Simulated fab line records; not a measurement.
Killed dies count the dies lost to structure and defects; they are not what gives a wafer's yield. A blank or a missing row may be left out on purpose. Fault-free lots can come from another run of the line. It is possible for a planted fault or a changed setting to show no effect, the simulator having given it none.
Split-lot experiment :: flow n5Finfet :: 21 wafers read from 7 lots, route of 1938 steps

ABOUT THE SPLIT
At N5_BEOL_M10_COAT_63 (time 60 s, resist thk 100 nm), the setting spinRpm was moved away from the recipe's 1500 rpm on 8 of the 21 wafers read, by -10.3% to +5.1%. This setting was run at the recipe's value on the other wafers.

FROM THE SPLIT TO THE READING: what the file shows between them, 5 steps
- N5_BEOL_M10_DEVELOP_27: develop time 30 s (also split here: developTimeS)
- N5_BEOL_M10_DESCUM_33: chemistry O2, time 7.9 s
- N5_BEOL_M10_ETCH_65: etches SiARC in CF4, target depth 39 nm, time 65 s
- N5_BEOL_M10_ETCH_66: etches SOC in N2/H2, target depth 120 nm, overetch 24 nm, time 180 s
- N5_BEOL_M10_STRIP_69: strips in N2/H2

THE READING
SOC_of_BEOL_M10_COAT_63.thkNm (the simulator's own value, which no gauge read), in nm, at N5_BEOL_M10_VIA_ETCH_34 (etches SiCOH lowk in C4F6/O2, target depth 184.5 nm, time 69.2 s). There is no usual value for it anywhere in the file. Across the 13 wafers here that went through the recipe, the average is 91.9 nm and the standard deviation 0.35 nm.

wafer: L075.1
tool, chamber at the split: lithoTrack-01, 0
spinRpm as run, rpm: 1500
against the recipe: recipe
SOC_of_BEOL_M10_COAT_63.thkNm, nm: 91.8
against lot-mates on the recipe: -

wafer: L075.2
tool, chamber at the split: lithoTrack-01, 0
spinRpm as run, rpm: 1360
against the recipe: -9.3%
SOC_of_BEOL_M10_COAT_63.thkNm, nm: 97.2
against lot-mates on the recipe: +5.2

wafer: L075.4
tool, chamber at the split: lithoTrack-01, 0
spinRpm as run, rpm: 1500
against the recipe: recipe
SOC_of_BEOL_M10_COAT_63.thkNm, nm: 92.2
against lot-mates on the recipe: -

wafer: L086.2
tool, chamber at the split: lithoTrack-01, 0
spinRpm as run, rpm: 1500
against the recipe: recipe
SOC_of_BEOL_M10_COAT_63.thkNm, nm: 91.8
against lot-mates on the recipe: -

wafer: L086.3
tool, chamber at the split: lithoTrack-01, 0
spinRpm as run, rpm: 1500
against the recipe: recipe
SOC_of_BEOL_M10_COAT_63.thkNm, nm: 91.8
against lot-mates on the recipe: -

wafer: L086.4
tool, chamber at the split: lithoTrack-01, 0
spinRpm as run, rpm: 1500
against the recipe: recipe
SOC_of_BEOL_M10_COAT_63.thkNm, nm: 91.6
against lot-mates on the recipe: -

wafer: L087.2
tool, chamber at the split: lithoTrack-03, 0
spinRpm as run, rpm: 1500
against the recipe: recipe
SOC_of_BEOL_M10_COAT_63.thkNm, nm: 92.2
against lot-mates on the recipe: -

wafer: L087.5
tool, chamber at the split: lithoTrack-03, 0
spinRpm as run, rpm: 1500
against the recipe: recipe
SOC_of_BEOL_M10_COAT_63.thkNm, nm: 92.2
against lot-mates on the recipe: -

wafer: L087.4
tool, chamber at the split: lithoTrack-03, 0
spinRpm as run, rpm: 1500
against the recipe: recipe
SOC_of_BEOL_M10_COAT_63.thkNm, nm: 92
against lot-mates on the recipe: -

wafer: L092.2
tool, chamber at the split: lithoTrack-01, 0
spinRpm as run, rpm: 1500
against the recipe: recipe
SOC_of_BEOL_M10_COAT_63.thkNm, nm: 91
against lot-mates on the recipe: -

wafer: L092.3
tool, chamber at the split: lithoTrack-01, 0
spinRpm as run, rpm: 1558
against the recipe: +3.9%
SOC_of_BEOL_M10_COAT_63.thkNm, nm: 89.6
against lot-mates on the recipe: -1.7

wafer: L092.5
tool, chamber at the split: lithoTrack-01, 0
spinRpm as run, rpm: 1500
against the recipe: recipe
SOC_of_BEOL_M10_COAT_63.thkNm, nm: 91.6
against lot-mates on the recipe: -

wafer: L090.1
tool, chamber at the split: lithoTrack-02, 0
spinRpm as run, rpm: 1500
against the recipe: recipe
SOC_of_BEOL_M10_COAT_63.thkNm, nm: 92
against lot-mates on the recipe: -

wafer: L090.3
tool, chamber at the split: lithoTrack-02, 0
spinRpm as run, rpm: 1500
against the recipe: recipe
SOC_of_BEOL_M10_COAT_63.thkNm, nm: 92.4
against lot-mates on the recipe: -

wafer: L090.4
tool, chamber at the split: lithoTrack-02, 0
spinRpm as run, rpm: 1576
against the recipe: +5.1%
SOC_of_BEOL_M10_COAT_63.thkNm, nm: 89.2
against lot-mates on the recipe: -3.0

wafer: L091.1
tool, chamber at the split: lithoTrack-01, 0
spinRpm as run, rpm: 1428
against the recipe: -4.8%
SOC_of_BEOL_M10_COAT_63.thkNm, nm: 94.4
against lot-mates on the recipe: no lot-mate on the recipe

wafer: L091.3
tool, chamber at the split: lithoTrack-01, 0
spinRpm as run, rpm: 1428
against the recipe: -4.8%
SOC_of_BEOL_M10_COAT_63.thkNm, nm: 94.2
against lot-mates on the recipe: no lot-mate on the recipe

wafer: L091.5
tool, chamber at the split: lithoTrack-01, 0
spinRpm as run, rpm: 1428
against the recipe: -4.8%
SOC_of_BEOL_M10_COAT_63.thkNm, nm: 94
against lot-mates on the recipe: no lot-mate on the recipe

wafer: L093.1
tool, chamber at the split: lithoTrack-03, 0
spinRpm as run, rpm: 1500
against the recipe: recipe
SOC_of_BEOL_M10_COAT_63.thkNm, nm: 91.6
against lot-mates on the recipe: -

wafer: L093.4
tool, chamber at the split: lithoTrack-03, 0
spinRpm as run, rpm: 1345
against the recipe: -10.3%
SOC_of_BEOL_M10_COAT_63.thkNm, nm: 97.4
against lot-mates on the recipe: +5.8

wafer: L093.5
tool, chamber at the split: lithoTrack-03, 0
spinRpm as run, rpm: 1345
against the recipe: -10.3%
SOC_of_BEOL_M10_COAT_63.thkNm, nm: 96.8
against lot-mates on the recipe: +5.2

FIT RESULTS
A straight line over all 21 wafers: SOC_of_BEOL_M10_COAT_63.thkNm changes by -0.524 nm for each +1% of spinRpm; r = -0.99; the points scatter about the line by 0.35 nm.
The same after taking each lot's own level away (the mean of its wafers on the recipe; 18 wafers): -0.539 nm for each +1%; r = -1.00; scatter 0.23 nm.
On that fit, the largest move of spinRpm shifts the reading by 5.6 nm.
Measured against the standard deviation above, the lots' own levels, which go from 91.30 to 92.20 nm, span 2.5 times it.
Hence the lot-to-lot level has little effect on the slope; both slopes agree.
Check: +5.47 nm against its lot-mates is what the line predicts for one of the wafers moved furthest among these (-10.3%) when that wafer is left out of the fit. Against them it came out at +5.8 nm.

FURTHER SPLITS ON THESE WAFERS
Other splits were also applied to these wafers ahead of the reading. Each is held against what the fit with the lots' levels taken away leaves over:
other split on the same wafers: N5_BEOL_M10_DEVELOP_27 developTimeS
wafers away from the commonest value: 7
r with SOC_of_BEOL_M10_COAT_63.thkNm (lot level and that fit taken away): -0.27

THE WHOLE CHAIN: every reading that the file lists as answering this split, in the file's order
step: N5_BEOL_M10_COAT_63
what it does: time 60 s, resist thk 100 nm
reading: SOC_of_BEOL_M10_COAT_63.thkNm (the simulator's own value, which no gauge read)
change (the file's fit): -0.515 nm for each +1% of the setting
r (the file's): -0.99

step: N5_BEOL_M10_ETCH_66
what it does: etches SOC in N2/H2, target depth 120 nm, overetch 24 nm, time 180 s
reading: etch.depthNm (the simulator's own value, which no gauge read)
change (the file's fit): -0.518 nm for each +1% of the setting
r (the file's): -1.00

step: N5_BEOL_M10_VIA_ETCH_34
what it does: etches SiCOH lowk in C4F6/O2, target depth 184.5 nm, time 69.2 s
reading: SOC_of_BEOL_M10_COAT_63.thkNm (the simulator's own value, which no gauge read)
change (the file's fit): -0.542 nm for each +1% of the setting
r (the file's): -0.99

FILE'S OWN FIT
SOC_of_BEOL_M10_COAT_63.thkNm changes by -0.542 nm for each +1% of spinRpm, r = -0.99.
